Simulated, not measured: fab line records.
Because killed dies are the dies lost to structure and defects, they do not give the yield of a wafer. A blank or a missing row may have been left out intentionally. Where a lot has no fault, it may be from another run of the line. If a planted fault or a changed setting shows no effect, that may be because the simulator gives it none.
The tool behind it: which one? / flow nand harc / Sampling: 24 lots, 72 wafers, 3 of 1302 route steps

WHAT THE GAUGES SHOWED, per wafer
NHARC_P_M1_INSPECT_27. Usual: 324 for raw defect count, sd 140.
lot=L074; measured=day 6 10:10; on=defect inspect-02; raw defect count=270 505 579; flag=
lot=L076; measured=day 7 00:16; on=defect inspect-01; raw defect count=122 179 157; flag=
lot=L075; measured=day 7 01:01; on=defect inspect-01; raw defect count=301 218 260; flag=
lot=L077; measured=day 7 12:04; on=defect inspect-01; raw defect count=192 290 196; flag=
lot=L078; measured=day 8 01:11; on=defect inspect-01; raw defect count=641 751 346; flag=
lot=L079; measured=day 8 11:45; on=defect inspect-01; raw defect count=235 204 242; flag=
lot=L080; measured=day 8 19:22; on=defect inspect-01; raw defect count=310 395 288; flag=
lot=L081; measured=day 9 10:47; on=defect inspect-02; raw defect count=360 272 309; flag=
lot=L082; measured=day 9 11:37; on=defect inspect-02; raw defect count=629 480 311; flag=
lot=L083; measured=day 10 01:13; on=defect inspect-02; raw defect count=155 175 226; flag=
lot=L084; measured=day 10 10:02; on=defect inspect-02; raw defect count=280 254 279; flag=
lot=L085; measured=day 10 23:45; on=defect inspect-01; raw defect count=155 262 254; flag=
lot=L086; measured=day 11 03:20; on=defect inspect-02; raw defect count=242 317 365; flag=
lot=L087; measured=day 11 16:28; on=defect inspect-02; raw defect count=370 287 634; flag=
lot=L089; measured=day 12 10:48; on=defect inspect-02; raw defect count=230 502 440; flag=
lot=L088; measured=day 12 16:29; on=defect inspect-02; raw defect count=296 284 224; flag=
lot=L090; measured=day 12 23:08; on=defect inspect-01; raw defect count=303 279 355; flag=
lot=L091; measured=day 13 14:28; on=defect inspect-02; raw defect count=534 431 887; flag=
lot=L092; measured=day 14 00:38; on=defect inspect-02; raw defect count=338 295 429; flag=
lot=L093; measured=day 14 05:14; on=defect inspect-01; raw defect count=358 528 222; flag=
lot=L094; measured=day 14 16:38; on=defect inspect-02; raw defect count=452 284 157; flag=
lot=L095; measured=day 14 22:15; on=defect inspect-02; raw defect count=157 198 195; flag=
lot=L097; measured=day 15 20:21; on=defect inspect-01; raw defect count=154 170 184; flag=
lot=L096; measured=day 16 21:59; on=defect inspect-02; raw defect count=485 279 250; flag=

NHARC_P_M2_INSPECT_27. Usual: 297 for raw defect count, sd 110.
lot=L074; measured=day 6 14:16; on=defect inspect-01; raw defect count=355 264 613; flag=
lot=L076; measured=day 7 04:31; on=defect inspect-02; raw defect count=198 298 373; flag=
lot=L075; measured=day 7 05:16; on=defect inspect-02; raw defect count=109 247 184; flag=
lot=L077; measured=day 7 16:14; on=defect inspect-02; raw defect count=251 314 557; flag=
lot=L078; measured=day 8 05:16; on=defect inspect-01; raw defect count=346 333 315; flag=
lot=L079; measured=day 8 15:56; on=defect inspect-01; raw defect count=415 267 288; flag=
lot=L080; measured=day 8 23:23; on=defect inspect-01; raw defect count=551 439 623; flag=
lot=L081; measured=day 9 14:49; on=defect inspect-02; raw defect count=360 408 304; flag=
lot=L082; measured=day 9 15:46; on=defect inspect-02; raw defect count=187 243 192; flag=
lot=L083; measured=day 10 05:25; on=defect inspect-02; raw defect count=342 317 240; flag=
lot=L084; measured=day 10 14:19; on=defect inspect-02; raw defect count=286 347 303; flag=
lot=L085; measured=day 11 03:52; on=defect inspect-02; raw defect count=375 281 190; flag=
lot=L086; measured=day 11 07:27; on=defect inspect-01; raw defect count=190 450 343; flag=
lot=L087; measured=day 11 20:36; on=defect inspect-01; raw defect count=236 477 312; flag=
lot=L089; measured=day 12 14:58; on=defect inspect-02; raw defect count=186 198 304; flag=
lot=L088; measured=day 12 20:49; on=defect inspect-02; raw defect count=395 353 454; flag=
lot=L090; measured=day 13 03:23; on=defect inspect-02; raw defect count=187 161 164; flag=
lot=L091; measured=day 13 18:37; on=defect inspect-01; raw defect count=271 211 198; flag=
lot=L092; measured=day 14 04:53; on=defect inspect-01; raw defect count=231 166 119; flag=
lot=L093; measured=day 14 09:21; on=defect inspect-02; raw defect count=254 269 363; flag=
lot=L094; measured=day 14 20:47; on=defect inspect-02; raw defect count=323 292 179; flag=
lot=L095; measured=day 15 02:22; on=defect inspect-02; raw defect count=509 747 379; flag=
lot=L097; measured=day 16 00:23; on=defect inspect-02; raw defect count=138 322 234; flag=
lot=L096; measured=day 17 02:09; on=defect inspect-02; raw defect count=349 423 227; flag=

TOOL THAT RAN EACH LOT (tool first, then ch and the chambers of the sampled wafers, then the start)
lot=L074; NHARC_P_M0_ETCH_15=rie diel-12 ch 0,1, day 6 10:10 or earlier
lot=L076; NHARC_P_M0_ETCH_15=rie diel-07 ch 2,3, day 7 00:16 or earlier
lot=L075; NHARC_P_M0_ETCH_15=rie diel-12 ch 1,3, day 7 01:01 or earlier
lot=L077; NHARC_P_M0_ETCH_15=rie diel-07 ch 2,3, day 7 12:04 or earlier
lot=L078; NHARC_P_M0_ETCH_15=rie diel-07 ch 0,1,3, day 8 01:11 or earlier
lot=L079; NHARC_P_M0_ETCH_15=rie diel-07 ch 2,3, day 8 11:45 or earlier
lot=L080; NHARC_P_M0_ETCH_15=rie diel-07 ch 1,2,3, day 8 19:22 or earlier
lot=L081; NHARC_P_M0_ETCH_15=rie diel-11 ch 1,3, day 9 10:47 or earlier
lot=L082; NHARC_P_M0_ETCH_15=rie diel-07 ch 0,2,3, day 9 11:37 or earlier
lot=L083; NHARC_P_M0_ETCH_15=rie diel-07 ch 0,2, day 10 01:13 or earlier
lot=L084; NHARC_P_M0_ETCH_15=rie diel-11 ch 0,2,3, day 10 10:02 or earlier
lot=L085; NHARC_P_M0_ETCH_15=rie diel-11 ch 0,1,3, day 10 23:45 or earlier
lot=L086; NHARC_P_M0_ETCH_15=rie diel-07 ch 0,1, day 11 03:20 or earlier
lot=L087; NHARC_P_M0_ETCH_15=rie diel-07 ch 1,2,3, day 11 16:28 or earlier
lot=L089; NHARC_P_M0_ETCH_15=rie diel-07 ch 0,1, day 12 10:48 or earlier
lot=L088; NHARC_P_M0_ETCH_15=rie diel-07 ch 0,1,2, day 12 16:29 or earlier
lot=L090; NHARC_P_M0_ETCH_15=rie diel-07 ch 0,2,3, day 12 23:08 or earlier
lot=L091; NHARC_P_M0_ETCH_15=rie diel-07 ch 0,1,3, day 13 14:28 or earlier
lot=L092; NHARC_P_M0_ETCH_15=rie diel-11 ch 0,1, day 14 00:38 or earlier
lot=L093; NHARC_P_M0_ETCH_15=rie diel-07 ch 0,1,2, day 14 05:14 or earlier
lot=L094; NHARC_P_M0_ETCH_15=rie diel-11 ch 2,3, day 14 16:38 or earlier
lot=L095; NHARC_P_M0_ETCH_15=rie diel-12 ch 0,1, day 14 22:15 or earlier
lot=L097; NHARC_P_M0_ETCH_15=rie diel-11 ch 1,2,3, day 15 20:21 or earlier
lot=L096; NHARC_P_M0_ETCH_15=rie diel-11 ch 0,1, day 16 21:59 or earlier
- NHARC_P_M0_ETCH_15: etches the open film in C4F8/Ar, target depth 150 nm, overetch 15 nm, time 82.5 s.

WHAT THE TOOLS THEMSELVES READ (means of the sampled wafers that have a number; where no wafer has one, the mark that the record gives instead)
NHARC_P_M0_ETCH_15. Usual: oes product au 0.956 a.u., standard deviation 0.021; rf fwd power W 595.9 W, standard deviation 2; rf vpp V 442.1 V, standard deviation 2.2.
lot=L074; tool=rie diel-12; oes product au (a.u.)=0.966; rf fwd power W (W)=598.7; rf vpp V (V)=440.3; flag=
lot=L076; tool=rie diel-07; oes product au (a.u.)=0.970; rf fwd power W (W)=594.8; rf vpp V (V)=442.9; flag=
lot=L075; tool=rie diel-12; oes product au (a.u.)=0.953; rf fwd power W (W)=595.1; rf vpp V (V)=440.7; flag=
lot=L077; tool=rie diel-07; oes product au (a.u.)=0.972; rf fwd power W (W)=598.5; rf vpp V (V)=443.0; flag=
lot=L078; tool=rie diel-07; oes product au (a.u.)=0.984; rf fwd power W (W)=596.7; rf vpp V (V)=441.6; flag=
lot=L079; tool=rie diel-07; oes product au (a.u.)=0.978; rf fwd power W (W)=594.3; rf vpp V (V)=443.0; flag=
lot=L080; tool=rie diel-07; oes product au (a.u.)=0.968; rf fwd power W (W)=594.8; rf vpp V (V)=443.8; flag=
lot=L081; tool=rie diel-11; oes product au (a.u.)=0.920; rf fwd power W (W)=595.0; rf vpp V (V)=441.5; flag=
lot=L082; tool=rie diel-07; oes product au (a.u.)=0.974; rf fwd power W (W)=596.6; rf vpp V (V)=442.0; flag=
lot=L083; tool=rie diel-07; oes product au (a.u.)=0.950; rf fwd power W (W)=595.0; rf vpp V (V)=441.5; flag=
lot=L084; tool=rie diel-11; oes product au (a.u.)=0.938; rf fwd power W (W)=596.3; rf vpp V (V)=442.4; flag=
lot=L085; tool=rie diel-11; oes product au (a.u.)=0.924; rf fwd power W (W)=594.4; rf vpp V (V)=443.2; flag=
lot=L086; tool=rie diel-07; oes product au (a.u.)=0.985; rf fwd power W (W)=594.2; rf vpp V (V)=441.1; flag=
lot=L087; tool=rie diel-07; oes product au (a.u.)=0.928; rf fwd power W (W)=595.1; rf vpp V (V)=442.9; flag=
lot=L089; tool=rie diel-07; oes product au (a.u.)=0.976; rf fwd power W (W)=597.0; rf vpp V (V)=439.3; flag=
lot=L088; tool=rie diel-07; oes product au (a.u.)=0.928; rf fwd power W (W)=597.8; rf vpp V (V)=441.3; flag=
lot=L090; tool=rie diel-07; oes product au (a.u.)=0.956; rf fwd power W (W)=596.1; rf vpp V (V)=442.4; flag=
lot=L091; tool=rie diel-07; oes product au (a.u.)=0.967; rf fwd power W (W)=596.9; rf vpp V (V)=442.7; flag=
lot=L092; tool=rie diel-11; oes product au (a.u.)=0.982; rf fwd power W (W)=596.0; rf vpp V (V)=442.9; flag=
lot=L093; tool=rie diel-07; oes product au (a.u.)=0.955; rf fwd power W (W)=596.5; rf vpp V (V)=442.2; flag=
lot=L094; tool=rie diel-11; oes product au (a.u.)=0.968; rf fwd power W (W)=594.4; rf vpp V (V)=440.8; flag=
lot=L095; tool=rie diel-12; oes product au (a.u.)=0.943; rf fwd power W (W)=595.9; rf vpp V (V)=441.4; flag=
lot=L097; tool=rie diel-11; oes product au (a.u.)=0.945; rf fwd power W (W)=596.1; rf vpp V (V)=441.8; flag=
lot=L096; tool=rie diel-11; oes product au (a.u.)=0.918; rf fwd power W (W)=594.3; rf vpp V (V)=443.2; flag=

THE ANSWER, worked out from the rows above alone
Rule: a lot counts as off when the mean over its wafers that have a number is more than 3 standard deviations away from the usual mean. Also off: a lot with no number at a reading for which 4 or more lots have one. Any other lot the step has rows for is counted as sound. After the gauges, taken in route order, come the tools' own readings; for these a lot's mean is taken, as printed above. The first step at which some lot is off is used, and at that step the reading that is off furthest; a lot without a number counts as furthest.
None of the lots is off at any reading shown; this tells nothing.

WHAT THE SIMULATOR PUT IN
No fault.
